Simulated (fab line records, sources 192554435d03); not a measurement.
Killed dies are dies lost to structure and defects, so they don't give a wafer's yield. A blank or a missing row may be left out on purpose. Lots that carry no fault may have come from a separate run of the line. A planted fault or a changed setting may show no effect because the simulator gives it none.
Split-lot trial	flow n5_finfet	7 lots, 21 wafers read, on a route of 1938 steps

ON THE SPLIT
At N5_BEOL_M5_EXPOSE_08 (exposes mask M5, target cd 28 nm), the setting dose_mj was moved away from the recipe's 35.75 on 11 of the 21 wafers read, by +3.4% to +6.7%. All remaining wafers had this setting at the recipe value.

FROM THE SPLIT TO THE READING: what the file shows between them, 11 steps
- N5_BEOL_M5_PEB_09: peb time 60 s
- N5_BEOL_M5_DEVELOP_10: develop time 30 s
- N5_BEOL_M5_CD_MEAS_11: target cd 27.74 nm
- N5_BEOL_M5_DESCUM_16: chemistry O2, time 7 s
- N5_BEOL_M5_ETCH_72: etches underlayer in N2/H2, target depth 6.5 nm, time 5.2 s
- N5_BEOL_M5_ETCH_61: etches SiARC in CF4, target depth 15.6 nm, time 26 s
- N5_BEOL_M5_ETCH_62: etches SOC in N2/H2, target depth 75 nm, overetch 15 nm, time 112.5 s
- N5_BEOL_M5_STRIP_63: strips in N2/H2
- N5_BEOL_M5_STRIP_73: strips in N2/H2
- N5_BEOL_M5_HM_OPEN_17: chemistry Cl2/BCl3, target TiN, target depth 20 nm, overetch 6 nm
- N5_BEOL_M5_STRIP_19: strips in O2

THE READING
cd_nm, in nm, at N5_BEOL_M5_CD_MEAS_18 (pitch 56 nm, target cd 28 nm). Fault-free wafers of this fab line usually give 28.1 nm, standard deviation 0.35 nm.

wafer	tool, chamber at the split	dose_mj as run	against the recipe	cd_nm, nm	against lot-mates on the recipe
L084.3	euv_scanner-02, 0	35.75	recipe	27.7	-
L084.4	euv_scanner-02, 0	38.13	+6.7%	29.3	+1.4
L084.5	euv_scanner-02, 0	35.75	recipe	28.2	-
L086.3	euv_scanner-01, 0	36.95	+3.4%	29.1	+1.2
L086.5	euv_scanner-01, 0	36.95	+3.4%	28.9	+1.0
L086.6	euv_scanner-01, 0	35.75	recipe	27.9	-
L090.3	euv_scanner-02, 0	35.75	recipe	27.7	-
L090.4	euv_scanner-02, 0	38.13	+6.7%	29.2	+1.3
L090.6	euv_scanner-02, 0	35.75	recipe	28.0	-
L089.1	euv_scanner-02, 0	35.75	recipe	27.8	-
L089.2	euv_scanner-02, 0	38.03	+6.4%	29.6	+1.8
L089.6	euv_scanner-02, 0	38.03	+6.4%	29.6	+1.8
L091.3	euv_scanner-02, 0	37.33	+4.4%	28.8	+0.2
L091.4	euv_scanner-02, 0	37.33	+4.4%	29.2	+0.6
L091.6	euv_scanner-02, 0	35.75	recipe	28.6	-
L094.1	euv_scanner-02, 0	35.75	recipe	28.0	-
L094.2	euv_scanner-02, 0	35.75	recipe	27.7	-
L094.5	euv_scanner-02, 0	35.75	recipe	28.2	-
L097.1	euv_scanner-01, 0	37.73	+5.5%	29.2	no lot-mate on the recipe
L097.2	euv_scanner-01, 0	37.73	+5.5%	29.6	no lot-mate on the recipe
L097.6	euv_scanner-01, 0	37.73	+5.5%	29.2	no lot-mate on the recipe

FIT RESULTS
A straight line over all 21 wafers: cd_nm changes by +0.23 nm for each +1% of dose_mj; r = +0.93; the points scatter about the line by 0.26 nm.
The same after taking each lot's own level away (the mean of its wafers on the recipe; 18 wafers): +0.224 nm for each +1%; r = +0.90; scatter 0.32 nm.
Per that fit: largest dose_mj move, reading shift of 1.5 nm.
The span of the lots' own levels, 27.80 to 28.60 nm, comes to 2.3 times the standard deviation stated above.
The two slopes agree, so the slope changes little with the lot-to-lot level.
Check: with one of the wafers moved furthest among these (+6.7%) left out of the fit, the line predicts +1.53 nm for it against its lot-mates. Against them it came out at +1.35 nm.

THESE WAFERS: OTHER SPLITS
Before the reading, these wafers also passed through other splits. Each is held against what the fit with the lots' levels taken away leaves over:
other split on the same wafers	wafers away from the commonest value	r with cd_nm (lot level and that fit taken away)
N5_BEOL_M1_TRENCH_ETCH_37 bias_w	6	-0.54
N5_BEOL_M4_ILD_DEP_00 time_s	7	+0.40
N5_BEOL_M4_COAT_62 spin_rpm	5	-0.12
N5_BEOL_M5_COAT_59 spin_rpm	7	-0.27

THE WHOLE CHAIN: every reading that the file lists as answering this split, in the file's order
step	what it does	reading	change (the file's fit)	r (the file's)
N5_BEOL_M5_CD_MEAS_11	target cd 27.74 nm	cd_nm	+0.213 nm for each +1% of the setting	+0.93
N5_BEOL_M5_DESCUM_16	chemistry O2, time 7 s	BEOL_M5.cd_nm (the simulator's own value, which no gauge read)	+0.233 nm for each +1% of the setting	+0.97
N5_BEOL_M5_ETCH_61	etches SiARC in CF4, target depth 15.6 nm, time 26 s	BEOL_M5.cd_nm (the simulator's own value, which no gauge read)	+0.243 nm for each +1% of the setting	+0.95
N5_BEOL_M5_ETCH_62	etches SOC in N2/H2, target depth 75 nm, overetch 15 nm, time 112.5 s	BEOL_M5.cd_nm (the simulator's own value, which no gauge read)	+0.205 nm for each +1% of the setting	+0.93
N5_BEOL_M5_CD_MEAS_18	pitch 56 nm, target cd 28 nm	cd_nm	+0.217 nm for each +1% of the setting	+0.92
N5_BEOL_M5_ETCH_75	etches underlayer in N2/H2, target depth 6.5 nm, time 5.2 s	BEOL_M5.cd_nm (the simulator's own value, which no gauge read)	+0.224 nm for each +1% of the setting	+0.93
N5_BEOL_M5_ETCH_68	etches SOC in N2/H2, target depth 80 nm, overetch 16 nm, time 120 s	BEOL_M5.cd_nm (the simulator's own value, which no gauge read)	+0.19 nm for each +1% of the setting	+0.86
N5_BEOL_M5_ETCH_41	etches SiCN in CH3F/O2, target depth 31.5 nm, time 56.7 s	BEOL_M5.cd_nm (the simulator's own value, which no gauge read)	+0.213 nm for each +1% of the setting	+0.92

THE FILE'S OWN FIT
cd_nm changes by +0.217 nm for each +1% of dose_mj, r = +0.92.
